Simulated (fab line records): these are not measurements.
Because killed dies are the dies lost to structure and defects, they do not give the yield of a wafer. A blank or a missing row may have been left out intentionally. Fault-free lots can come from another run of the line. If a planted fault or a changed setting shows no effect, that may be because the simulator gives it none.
fab line records	flow n5-finfet
record: lots: 7	wafers: 21
route steps=1938 shown BEOL_M9@1440 BEOL_M10@1494 BEOL_M11@1562 BEOL_M12@1648 BEOL_M13@1706 BEOL_M15@1773 MIM_BOT_ETCH@1868
start-h: hours from the record's first day to the start of the lot's first wafer shown	wait-h: time in hours since the lot's previous step	" the same as in the row above	L1.1+2: a single row standing in for several wafers	- no value, or no start was given	* or withheld: withheld	< > ~ a bound
route shown NAME@n: a module of which the file shows steps, and the number in the route of the first	usual: the fault-free wafers' mean and standard deviation	same: alike in all rows	chamber/n: place in a boat	sites: readings site by site	_std_site: their standard deviation	_edge_site: mean of outer sites minus mean of inner sites	radius-mm: how far each site lies from the wafer's centre	mask NAME#n: copy n	behind: the most recent tool/chamber to have shaped the wafer	hold: reason for holding the lot/hours on hold/outcome of the hold	device: whichever transistor did not switch (one of n, p or np)	end of line: the tests these same wafers got at the end of their route	for a step that has no rows: nothing shown but its recipe	killed: at the first sort, the dies lost to defects and structure; wafer yield is something else	map: a wafer's dies, marking killed ones x, the rest . and places with no die _
set.NAME: the setting as run; set.NAME@STEP: as run at that earlier step	model.NAME: the simulator's own value behind a step, which no gauge read
lots where settings were altered on purpose, with a table for each step and a row for each wafer
== steps ==
step: N5_BEOL_M9_ETCH_66
recipe: chemistry: N2/H2	target: SOC	target-depth-a: 800	overetch-a: 160	mask-material: SiARC	temp-c: 40	time-s: 120	ion-energy-ev: 200	pressure-mtorr: 30	source-w: 840	bias-w: 150	n2-flow-sccm: 200	h2-flow-sccm: 200
lot.wafer	tool	chamber	start-h	wait-h	set.time-s	model.SiARC_of_BEOL_M9_COAT_64.thk-nm
L076.1	rie-diel-01	0	226.88	0.0	120	6.2
L076.4+6	"	1	"	"	120	6.4
L077.4	rie-diel-01	2	227.42	0.0	120	6.4
L077.5	"	0	"	"	105.3	7
L077.6	"	1	"	"	105.3	7.2
L078.1+5	rie-diel-02	1,2	231.21	0.0	95.69	7.6
L078.3	"	0	"	"	120	6.4
L083.2+4	rie-diel-01	1	260.28	0.0	144.1	5.4
L083.6	"	2	"	"	120	6.6
L089.2+4	rie-diel-06	1,0	296.27	0.0	120	6.4
L089.6	"	0	"	"	104.1	7.2
L090.1	rie-diel-01	0	312.09	0.0	120	6.2
L090.3+5	"	1	"	"	120	6.4
L096.2+5	rie-diel-06	0	350.22	0.0	94.54	7.6
L096.6	"	1	"	"	120	6.4
step: N5_BEOL_M10_COAT_63
recipe: resist: SOC	temp-c: 250	time-s: 60	spin-rpm: 1500	resist-thk-nm: 100
lot.wafer	tool	chamber	start-h	wait-h	set.spin-rpm	model.SOC_of_BEOL_M10_COAT_63.thk-nm
L076.1	litho-track-01	0	233.80	0.2	1500	100
L076.4	"	0	"	"	1500	100.2
L076.6	"	0	"	"	1500	99.8
L077.4+6	litho-track-04	0	233.81	0.2	1500	100.4
L077.5	"	0	"	"	1500	100.2
L078.1	litho-track-01	0	236.30	0.1	1500	99.8
L078.3	"	0	"	"	1500	100
L078.5	"	0	"	"	1500	99.6
L083.2	litho-track-04	0	269.40	1.2	1365	104.8
L083.4+6	"	0	"	"	1500	100.2
L089.2	litho-track-01	0	302.01	0.4	1500	100.4
L089.4	"	0	"	"	1360	105.8
L089.6	"	0	"	"	1360	105.4
L090.1+5	litho-track-01	0	319.92	0.2	1562	98.4
L090.3	"	0	"	"	1500	100.4
L096.2	litho-track-04	0	357.73	0.3	1653	95.2
L096.5	"	0	"	"	1500	99.8
L096.6	"	0	"	"	1500	99.6
step: N5_BEOL_M10_COAT_64
recipe: resist: SiARC	temp-c: 220	time-s: 60	spin-rpm: 1500	resist-thk-nm: 30
lot.wafer	tool	chamber	start-h	wait-h	set.spin-rpm	model.SiARC_of_BEOL_M10_COAT_64.thk-nm
L076.1	litho-track-01	0	-	-	1500	30.2
L076.4+6	"	0	"	"	1500	30
L077.4+5+6	litho-track-04	0	-	-	1500	30
L078.1+3+5	litho-track-01	0	-	-	1500	30
L083.2+4+6	litho-track-04	0	-	-	1500	30.2
L089.2	litho-track-01	0	-	-	1556	29.4
L089.4+6	"	0	"	"	1500	30
L090.1	litho-track-01	0	-	-	1500	30
L090.3	"	0	"	"	1377	31.2
L090.5	"	0	"	"	1377	31.4
L096.2+5	litho-track-04	0	-	-	1405	31
L096.6	"	0	"	"	1500	30
step: N5_BEOL_M10_COAT_22
recipe: resist: CAR-ArF	spin-rpm: 1500	resist-thk-nm: 90
step: N5_BEOL_M10_EBR_24
recipe: solvent: PGMEA	ebr-width-mm: 1.5
step: N5_BEOL_M10_DESCUM_33
recipe: chemistry: O2	time-s: 7.9	source-power-w: 50	bias-power-w: 20	pressure-mtorr: 20	rf-frequency-hz: 2.712e+07	temp-c: 40	resist: CAR-ArF	o2-flow-sccm: 225
step: N5_BEOL_M10_ETCH_65
recipe: chemistry: CF4	target: SiARC	target-depth-a: 390	mask-material: CAR-ArF	time-s: 65	ion-energy-ev: 80	pressure-mtorr: 40	source-w: 545	bias-w: 36	Ar_flow_sccm: 100	cf4-flow-sccm: 100	ends: cleared
lot.wafer	tool	chamber	start-h	wait-h	set.spin-rpm@BEOL_M10_COAT_64	model.etch.depth-nm
L076.1	rie-diel-03	0	234.18	0.0	1500	30.16
L076.4	"	2	"	"	1500	30.06
L076.6	"	3	"	"	1500	30.04
L077.4	rie-diel-03	3	234.64	0.0	1500	30.1
L077.5	"	3	"	"	1500	30.09
L077.6	"	0	"	"	1500	30.05
L078.1	rie-diel-03	0	236.90	0.0	1500	29.94
L078.3	"	1	"	"	1500	30.03
L078.5	"	1	"	"	1500	29.95
L083.2	rie-diel-05	0	269.78	0.0	1500	30.18
L083.4	"	2	"	"	1500	30.1
L083.6	"	3	"	"	1500	30.11
L089.2	rie-diel-04	0	302.51	0.0	1556	29.42
L089.4	"	0	"	"	1500	30.01
L089.6	"	3	"	"	1500	29.94
L090.1	rie-diel-04	2	320.42	0.0	1500	29.96
L090.3	"	0	"	"	1377	31.2
L090.5	"	0	"	"	1377	31.3
L096.2+5	rie-diel-03	0,1	358.49	0.0	1405	30.95
L096.6	"	2	"	"	1500	29.96
step: N5_BEOL_M10_ETCH_66
recipe: chemistry: N2/H2	target: SOC	target-depth-a: 1200	overetch-a: 240	mask-material: SiARC	temp-c: 40	time-s: 180	ion-energy-ev: 200	pressure-mtorr: 30	source-w: 840	bias-w: 150	n2-flow-sccm: 200	h2-flow-sccm: 200
lot.wafer	tool	chamber	start-h	wait-h	set.spin-rpm@BEOL_M10_COAT_63	set.spin-rpm@BEOL_M10_COAT_64	model.etch.depth-nm	model.SiARC_of_BEOL_M10_COAT_64.thk-nm
L076.1	rie-diel-03	0	234.23	0.0	1500	1500	100.1	23
L076.4	"	2	"	"	1500	1500	100.1	22.8
L076.6	"	3	"	"	1500	1500	99.9	22.8
L077.4	rie-diel-03	3	234.69	0.0	1500	1500	100.4	22.8
L077.5	"	3	"	"	1500	1500	100.2	22.8
L077.6	"	0	"	"	1500	1500	100.3	22.8
L078.1	rie-diel-03	0	236.95	0.0	1500	1500	99.89	22.6
L078.3	"	1	"	"	1500	1500	99.98	22.6
L078.5	"	1	"	"	1500	1500	99.52	22.6
L083.2	rie-diel-05	0	269.83	0.0	1365	1500	104.8	22.8
L083.4+6	"	2,3	"	"	1500	1500	100.2	22.8
L089.2	rie-diel-04	0	302.56	0.0	1500	1556	100.5	22
L089.4	"	0	"	"	1360	1500	105.8	22.4
L089.6	"	3	"	"	1360	1500	105.4	22.6
L090.1	rie-diel-04	2	320.47	0.0	1562	1500	98.34	22.8
L090.3	"	0	"	"	1500	1377	100.3	23.8
L090.5	"	0	"	"	1562	1377	98.35	23.8
L096.2	rie-diel-03	0	358.54	0.0	1653	1405	95.19	23.8
L096.5	"	1	"	"	1500	1405	99.74	23.6
L096.6	"	2	"	"	1500	1500	99.53	22.6
step: N5_BEOL_M10_STRIP_69
recipe: chemistry: N2/H2	temp-c: 40	n2-flow-sccm: 200	h2-flow-sccm: 200	rf-frequency-hz: 6e+07
step: N5_BEOL_M10_VIA_ETCH_34
recipe: chemistry: C4F6/O2	target: SiCOH_lowk	target-depth-a: 1845	mask-material: SOC	taper-deg: 4	time-s: 69.2	ion-energy-ev: 250	pressure-mtorr: 30	source-w: 345	bias-w: 185	Ar_flow_sccm: 300	C4F6_flow_sccm: 10	O2_flow_sccm: 10
lot.wafer	tool	chamber	start-h	wait-h	set.spin-rpm@BEOL_M10_COAT_63	model.SOC_of_BEOL_M10_COAT_63.thk-nm
L076.1	rie-diel-03	0	234.35	0.0	1500	92
L076.4	"	2	"	"	1500	92.2
L076.6	"	3	"	"	1500	91.8
L077.4	rie-diel-03	3	234.81	0.0	1500	92.4
L077.5+6	"	3,0	"	"	1500	92.2
L078.1+3	rie-diel-03	0,1	237.08	0.0	1500	91.8
L078.5	"	1	"	"	1500	91.4
L083.2	rie-diel-05	0	269.95	0.0	1365	96.6
L083.4	"	2	"	"	1500	92
L083.6	"	3	"	"	1500	92.2
L089.2	rie-diel-04	0	302.69	0.0	1500	92.4
L089.4	"	0	"	"	1360	97.6
L089.6	"	3	"	"	1360	97.2
L090.1+5	rie-diel-04	2,0	320.60	0.0	1562	90.2
L090.3	"	0	"	"	1500	92.2
L096.2	rie-diel-03	0	358.66	0.0	1653	87.2
L096.5	"	1	"	"	1500	91.6
L096.6	"	2	"	"	1500	91.4
step: N5_BEOL_M11_COAT_22
recipe: resist: CAR-ArF	spin-rpm: 1500	resist-thk-nm: 90
lot.wafer	tool	chamber	start-h	wait-h	set.spin-rpm	model.CAR-ArF_of_BEOL_M11_COAT_22.thk-nm
L077.4+6	litho-track-02	0	-	-	1500	90.6
L077.5	"	0	"	"	1645	86.4
L076.1+6	litho-track-03	0	-	-	1500	89.8
L076.4	"	0	"	"	1500	90.2
L078.1	litho-track-01	0	-	-	1596	87.2
L078.3+5	"	0	"	"	1500	90
L083.2	litho-track-03	0	-	-	1346	94.6
L083.4	"	0	"	"	1346	94.8
L083.6	"	0	"	"	1500	89.8
L089.2+4+6	litho-track-02	0	-	-	1564	88.4
L090.1+5	litho-track-01	0	-	-	1358	94.4
L090.3	"	0	"	"	1500	89.8
L096.2	litho-track-03	0	-	-	1633	86.4
L096.5	"	0	"	"	1633	86.8
L096.6	"	0	"	"	1500	90.2
step: N5_BEOL_M11_EXPOSE_25
recipe: mask-id: V10	na: 1.35	source-shape: annular	sigma-inner: 0.5	sigma-outer: 0.8	polarization: unpolarized	dose-mj: 85.5
lot.wafer	tool	chamber	start-h	wait-h	mask	set.dose-mj
L077.4+5+6	arfi-scanner-02	0	243.59	-	V10#0	85.5
L076.1+4+6	arfi-scanner-01	0	243.74	-	V10#0	85.5
L078.1+3	arfi-scanner-01	0	245.23	-	V10#0	88.13
L078.5	"	0	"	"	V10#0	85.5
L083.2+4+6	arfi-scanner-02	0	276.84	-	V10#0	85.5
L089.2+6	arfi-scanner-03	0	308.05	-	V10#0	85.5
L089.4	"	0	"	"	V10#0	88.08
L090.1+3	arfi-scanner-01	0	329.26	-	V10#0	88.17
L090.5	"	0	"	"	V10#0	85.5
L096.2	arfi-scanner-03	0	369.73	-	V10#0	85.5
L096.5+6	"	0	"	"	V10#0	81.48
step: N5_BEOL_M11_PEB_26
recipe: peb-temp-c: withheld	peb-time-s: 60	resist: CAR-ArF
step: N5_BEOL_M11_DEVELOP_27
recipe: develop-time-s: 30	developer: TMAH	resist: CAR-ArF	rinse-liquid: diw	dry: air-spin	dev-temp-c: 23
step: N5_BEOL_M11_CD_MEAS_28
recipe: target-cd-nm: 70	landing-energy-ev: 500	detector: se-inlens	polarity: opening
usual: cd-nm: 69.9/0.89
lot.wafer	tool	chamber	start-h	wait-h	set.dose-mj@BEOL_M11_EXPOSE_25	cd-nm
L077.4	cd-sem-03	0	243.71	-	85.5	69.5
L077.5	"	0	"	"	85.5	69.8
L077.6	"	0	"	"	85.5	68.5
L076.1	cd-sem-01	0	243.87	-	85.5	70.7
L076.4	"	0	"	"	85.5	71.0
L076.6	"	0	"	"	85.5	71.3
L078.1	cd-sem-01	0	245.36	-	88.13	72.9
L078.3	"	0	"	"	88.13	74.1
L078.5	"	0	"	"	85.5	70.5
L083.2	cd-sem-02	0	276.96	-	85.5	68.2
L083.4	"	0	"	"	85.5	69.3
L083.6	"	0	"	"	85.5	69.2
L089.2	cd-sem-03	0	308.17	-	85.5	70.5
L089.4	"	0	"	"	88.08	72.7
L089.6	"	0	"	"	85.5	70.4
L090.1	cd-sem-03	0	329.40	-	88.17	72.8
L090.3	"	0	"	"	88.17	72.2
L090.5	"	0	"	"	85.5	69.7
L096.2	cd-sem-03	0	369.85	-	85.5	70.3
L096.5	"	0	"	"	81.48	66.0
L096.6	"	0	"	"	81.48	64.6
step: N5_BEOL_M12_SPUTTER_43
recipe: material: TaN	target-thk-a: 150	temp-c: 50	bias-v: 168.6	power-w: 15000	chamber-pressure-pa: 0.12	time-s: 24.19
lot.wafer	tool	chamber	start-h	wait-h	set.power-w	model.TaN_of_BEOL_M12_SPUTTER_43.thk-nm
L077.4+5	pvd-sputter-01	-	251.36	0.0	12710	12.4
L077.6	"	-	"	"	15000	14.6
L076.1	pvd-sputter-02	-	253.57	0.0	15000	15
L076.4	"	-	"	"	15000	15.2
L076.6	"	-	"	"	15000	14.8
L078.1+3	pvd-sputter-01	-	254.28	0.0	15000	15.2
L078.5	"	-	"	"	15000	15
L083.2	pvd-sputter-01	-	285.74	0.0	15000	15.2
L083.4	"	-	"	"	15000	15
L083.6	"	-	"	"	16770	16.8
L089.2+4+6	pvd-sputter-01	-	315.98	0.0	15000	15
L090.1+3+5	pvd-sputter-03	-	337.77	0.0	15000	14.8
L096.2+5+6	pvd-sputter-03	-	382.41	0.0	15000	15
step: N5_BEOL_M13_SPUTTER_44
recipe: material: Ta	target-thk-a: 100	temp-c: 50	bias-v: 80	power-w: 15000	chamber-pressure-pa: 0.07	time-s: 16.13
lot.wafer	tool	chamber	start-h	wait-h	set.power-w	model.Ta_of_BEOL_M13_SPUTTER_44.thk-nm
L077.4	pvd-sputter-01	-	256.52	0.0	15000	10
L077.5	"	-	"	"	17530	11.6
L077.6	"	-	"	"	17530	11.8
L076.1+6	pvd-sputter-03	-	264.00	0.0	15000	10.2
L076.4	"	-	"	"	15000	10
L078.1	pvd-sputter-01	-	264.26	0.0	15000	10
L078.3	"	-	"	"	15000	10.2
L078.5	"	-	"	"	16530	11.2
L083.2+4+6	pvd-sputter-02	-	293.52	0.0	15000	10.2
L089.2+6	pvd-sputter-03	-	321.96	0.0	15000	10
L089.4	"	-	"	"	15000	10.2
L090.1+5	pvd-sputter-01	-	342.69	0.0	15000	10
L090.3	"	-	"	"	15000	9.8
L096.2+6	pvd-sputter-02	-	387.60	0.0	16080	10.8
L096.5	"	-	"	"	15000	10
step: N5_BEOL_M15_ILD_DEP_00
recipe: material: SiO2	target-thk-a: 16293	temp-c: 400	precursor: TEOS/O2	pressure-torr: 6.5	rf-w: 900	teos-flow-sccm: 161.4	gas: O2	flow-sccm: 2650	time-s: 346.1
lot.wafer	tool	chamber	start-h	wait-h	set.time-s	model.SiO2_of_BEOL_M15_ILD_DEP_00.thk-nm
L077.4	pecvd-01	2	265.84	0.1	346.1	1646
L077.5+6	"	0,1	"	"	332.6	1574
L076.1	pecvd-02	0	269.25	0.0	346.1	1632
L076.4	"	1	"	"	346.1	1634
L076.6	"	0	"	"	346.1	1637
L078.1	pecvd-02	0	274.43	0.0	346.1	1616
L078.3	"	2	"	"	299.6	1392
L078.5	"	0	"	"	346.1	1646
L083.2	pecvd-04	0	299.77	0.0	346.1	1631
L083.4	"	2	"	"	315.5	1493
L083.6	"	0	"	"	346.1	1644
L089.2	pecvd-04	2	328.52	0.0	346.1	1626
L089.4	"	0	"	"	370.9	1758
L089.6	"	2	"	"	346.1	1634
L090.1	pecvd-04	1	350.74	0.0	346.1	1597
L090.3	"	2	"	"	346.1	1626
L090.5	"	2	"	"	346.1	1631
L096.2	pecvd-01	0	393.58	0.0	303.9	1394
L096.5	"	2	"	"	346.1	1620
L096.6	"	0	"	"	346.1	1607
step: N5_BEOL_M15_THK_MEAS_01
recipe: reads: SiO2_of_BEOL_M15_ILD_DEP_00
usual: M15_ILD_THK: 1622/21
lot.wafer	tool	chamber	start-h	wait-h	set.time-s@BEOL_M15_ILD_DEP_00	M15_ILD_THK[nm]
L077.4	film-metro-02	-	265.99	0.0	346.1	1646
L077.5	"	-	"	"	332.6	1575
L077.6	"	-	"	"	332.6	1573
L076.1	film-metro-01	-	269.50	0.1	346.1	1633
L076.4	"	-	"	"	346.1	1635
L076.6	"	-	"	"	346.1	1637
L078.1	film-metro-01	-	274.68	0.1	346.1	1616
L078.3	"	-	"	"	299.6	1391
L078.5	"	-	"	"	346.1	1646
L083.2	film-metro-02	-	300.02	0.1	346.1	1632
L083.4	"	-	"	"	315.5	1493
L083.6	"	-	"	"	346.1	1643
L089.2	film-metro-02	-	328.77	0.1	346.1	1627
L089.4	"	-	"	"	370.9	1759
L089.6	"	-	"	"	346.1	1634
L090.1	film-metro-02	-	350.99	0.1	346.1	1597
L090.3	"	-	"	"	346.1	1627
L090.5	"	-	"	"	346.1	1632
L096.2	film-metro-01	-	393.94	0.3	303.9	1394
L096.5	"	-	"	"	346.1	1620
L096.6	"	-	"	"	346.1	1607
step: N5_BEOL_M15_COAT_58
recipe: resist: BARC	temp-c: 205	time-s: 60	spin-rpm: 1500	resist-thk-nm: 89
step: N5_BEOL_M15_COAT_04
recipe: spin-rpm: 1704	resist-thk-nm: 800
step: N5_BEOL_M15_DESCUM_15
recipe: chemistry: O2	time-s: 7.9	source-power-w: 50	bias-power-w: 20	pressure-mtorr: 20	rf-frequency-hz: 2.712e+07	temp-c: 40	o2-flow-sccm: 225
step: N5_BEOL_M15_ETCH_59
recipe: chemistry: N2/H2	target: BARC	target-depth-a: 890	overetch-a: 267	time-s: 67.9	ion-energy-ev: 200	pressure-mtorr: 30	source-w: 840	bias-w: 150	n2-flow-sccm: 200	h2-flow-sccm: 200
step: N5_BEOL_M15_VIA_ETCH_16
recipe: chemistry: C4F8/O2/Ar	target: SiO2	he-inner-torr: 15	he-outer-torr: 30	target-depth-a: 17922	time-s: withheld	ion-energy-ev: 800	pressure-mtorr: 20	source-w: 1905	bias-w: 2040	Ar_flow_sccm: 400	C4F8_flow_sccm: 16	O2_flow_sccm: 12	ends: cleared
lot.wafer	tool	chamber	start-h	wait-h	set.time-s@BEOL_M15_ILD_DEP_00	model.etch.depth-nm	model.coat_of_BEOL_M15_COAT_04.thk-nm
L077.4	rie-diel-06	0	267.07	0.1	*	1646	331
L077.5	"	1	"	"	*	1574	341
L077.6	"	2	"	"	*	1574	344.8
L076.1	rie-diel-01	2	270.20	0.0	*	1632	333.2
L076.4	"	1	"	"	*	1634	336.6
L076.6	"	1	"	"	*	1637	336.4
L078.1	rie-diel-06	2	275.16	0.0	*	1616	337.6
L078.3	"	3	"	"	*	1392	387.8
L078.5	"	1	"	"	*	1646	326.6
L083.2	rie-diel-02	0	300.50	0.0	*	1631	332
L083.4	"	1	"	"	*	1493	365.8
L083.6	"	0	"	"	*	1644	330.4
L089.2	rie-diel-02	2	329.64	0.0	*	1626	335.6
L089.4	"	1	"	"	*	1758	303.6
L089.6	"	1	"	"	*	1634	328.8
L090.1	rie-diel-02	2	351.60	0.0	*	1597	342.8
L090.3	"	1	"	"	*	1626	332.8
L090.5	"	0	"	"	*	1631	329.6
L096.2	rie-diel-01	2	395.12	0.0	*	1394	388.8
L096.5	"	2	"	"	*	1620	330.2
L096.6	"	3	"	"	*	1607	338.2
step: N5_BEOL_M15_SPUTTER_43
recipe: material: TaN	target-thk-a: 150	temp-c: 50	bias-v: 168.6	power-w: 15000	chamber-pressure-pa: 0.12	time-s: 24.19
lot.wafer	tool	chamber	start-h	wait-h	set.time-s	model.TaN_of_BEOL_M15_SPUTTER_43.thk-nm
L077.4+6	pvd-sputter-01	-	270.63	0.0	27.67	17.4
L077.5	"	-	"	"	24.19	15.2
L076.1+6	pvd-sputter-01	-	272.63	0.0	24.19	15
L076.4	"	-	"	"	24.19	15.2
L078.1	pvd-sputter-01	-	277.27	0.0	25.98	16.8
L078.3	"	-	"	"	24.19	15.4
L078.5	"	-	"	"	24.19	15.6
L083.2+6	pvd-sputter-01	-	305.06	0.0	20.83	13
L083.4	"	-	"	"	20.83	12.8
L089.2+4+6	pvd-sputter-01	-	333.81	0.0	24.19	15.2
L090.1	pvd-sputter-01	-	356.83	0.0	24.19	15.2
L090.3+5	"	-	"	"	24.19	15.4
L096.2+5	pvd-sputter-03	-	409.85	0.0	24.19	14.8
L096.6	"	-	"	"	21.2	13
step: N5_MIM_BOT_ETCH_ETCH_00
recipe: chemistry: Cl2/BCl3	target: TiN	target-depth-a: 455	ion-energy-ev: 150	pressure-mtorr: 10	icp-w: 1000	bias-w: 126	Cl2_flow_sccm: 53.25	bcl3-flow-sccm: 21.75	Ar_flow_sccm: 25
lot.wafer	tool	chamber	start-h	wait-h	set.bias-w	model.etch.depth-nm
L077.4	rie-metal-03	1	278.39	0.1	126	47.12
L077.5	"	1	"	"	126	47.3
L077.6	"	0	"	"	126	47.75
L076.1	rie-metal-02	0	281.26	0.1	126	46.15
L076.4	"	0	"	"	126	45.51
L076.6	"	0	"	"	126	45.68
L078.1	rie-metal-01	0	285.51	0.1	119.5	44.7
L078.3	"	0	"	"	126	44.82
L078.5	"	0	"	"	126	45.39
L083.2	rie-metal-01	1	311.75	0.1	126	45.68
L083.4	"	0	"	"	139.5	47.49
L083.6	"	0	"	"	139.5	47.43
L089.2	rie-metal-02	1	339.82	0.1	126	45.17
L089.4	"	0	"	"	145.6	48.79
L089.6	"	1	"	"	126	45.12
L090.1	rie-metal-01	1	363.71	0.1	126	46.56
L090.3	"	0	"	"	108.2	43.46
L090.5	"	0	"	"	126	46.22
L096.2	rie-metal-01	0	418.34	0.2	114.1	43.85
L096.5	"	0	"	"	126	45.71
L096.6	"	0	"	"	126	45.41
== key ==
split: step: N5_BEOL_M9_ETCH_66	setting: time-s	stated: 120	by: wafer
response: step: N5_BEOL_M9_ETCH_66	reading: model.SiARC_of_BEOL_M9_COAT_64.thk-nm	change: -0.0585	per: 1%	r: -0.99
split: step: N5_BEOL_M10_COAT_63	setting: spin-rpm	stated: 1500	by: wafer
response: step: N5_BEOL_M10_COAT_63	reading: model.SOC_of_BEOL_M10_COAT_63.thk-nm	change: -0.498	per: 1%	r: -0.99
response: step: N5_BEOL_M10_ETCH_66	reading: model.etch.depth-nm	change: -0.493	per: 1%	r: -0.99
response: step: N5_BEOL_M10_VIA_ETCH_34	reading: model.SOC_of_BEOL_M10_COAT_63.thk-nm	change: -0.482	per: 1%	r: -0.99
split: step: N5_BEOL_M10_COAT_64	setting: spin-rpm	stated: 1500	by: wafer
response: step: N5_BEOL_M10_COAT_64	reading: model.SiARC_of_BEOL_M10_COAT_64.thk-nm	change: -0.159	per: 1%	r: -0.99
response: step: N5_BEOL_M10_ETCH_65	reading: model.etch.depth-nm	change: -0.156	per: 1%	r: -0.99
response: step: N5_BEOL_M10_ETCH_66	reading: model.SiARC_of_BEOL_M10_COAT_64.thk-nm	change: -0.14	per: 1%	r: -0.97
split: step: N5_BEOL_M11_COAT_22	setting: spin-rpm	stated: 1500	by: wafer
response: step: N5_BEOL_M11_COAT_22	reading: model.CAR-ArF_of_BEOL_M11_COAT_22.thk-nm	change: -0.452	per: 1%	r: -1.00
split: step: N5_BEOL_M11_EXPOSE_25	setting: dose-mj	stated: 85.5	by: wafer
response: step: N5_BEOL_M11_CD_MEAS_28	reading: cd-nm	change: +0.965	per: 1%	r: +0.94
split: step: N5_BEOL_M12_SPUTTER_43	setting: power-w	stated: 15000	by: wafer
response: step: N5_BEOL_M12_SPUTTER_43	reading: model.TaN_of_BEOL_M12_SPUTTER_43.thk-nm	change: +0.144	per: 1%	r: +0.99
split: step: N5_BEOL_M13_SPUTTER_44	setting: power-w	stated: 15000	by: wafer
response: step: N5_BEOL_M13_SPUTTER_44	reading: model.Ta_of_BEOL_M13_SPUTTER_44.thk-nm	change: +0.104	per: 1%	r: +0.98
split: step: N5_BEOL_M15_ILD_DEP_00	setting: time-s	stated: 346.1	by: wafer
response: step: N5_BEOL_M15_ILD_DEP_00	reading: model.SiO2_of_BEOL_M15_ILD_DEP_00.thk-nm	change: +17.7	per: 1%	r: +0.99
response: step: N5_BEOL_M15_THK_MEAS_01	reading: M15_ILD_THK	change: +17.7	per: 1%	r: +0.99
response: step: N5_BEOL_M15_VIA_ETCH_16	reading: model.etch.depth-nm	change: +17.7	per: 1%	r: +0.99
response: step: N5_BEOL_M15_VIA_ETCH_16	reading: model.coat_of_BEOL_M15_COAT_04.thk-nm	change: -4.16	per: 1%	r: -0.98
split: step: N5_BEOL_M15_SPUTTER_43	setting: time-s	stated: 24.19	by: wafer
response: step: N5_BEOL_M15_SPUTTER_43	reading: model.TaN_of_BEOL_M15_SPUTTER_43.thk-nm	change: +0.153	per: 1%	r: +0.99
split: step: N5_MIM_BOT_ETCH_ETCH_00	setting: bias-w	stated: 126	by: wafer
response: step: N5_MIM_BOT_ETCH_ETCH_00	reading: model.etch.depth-nm	change: +0.201	per: 1%	r: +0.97
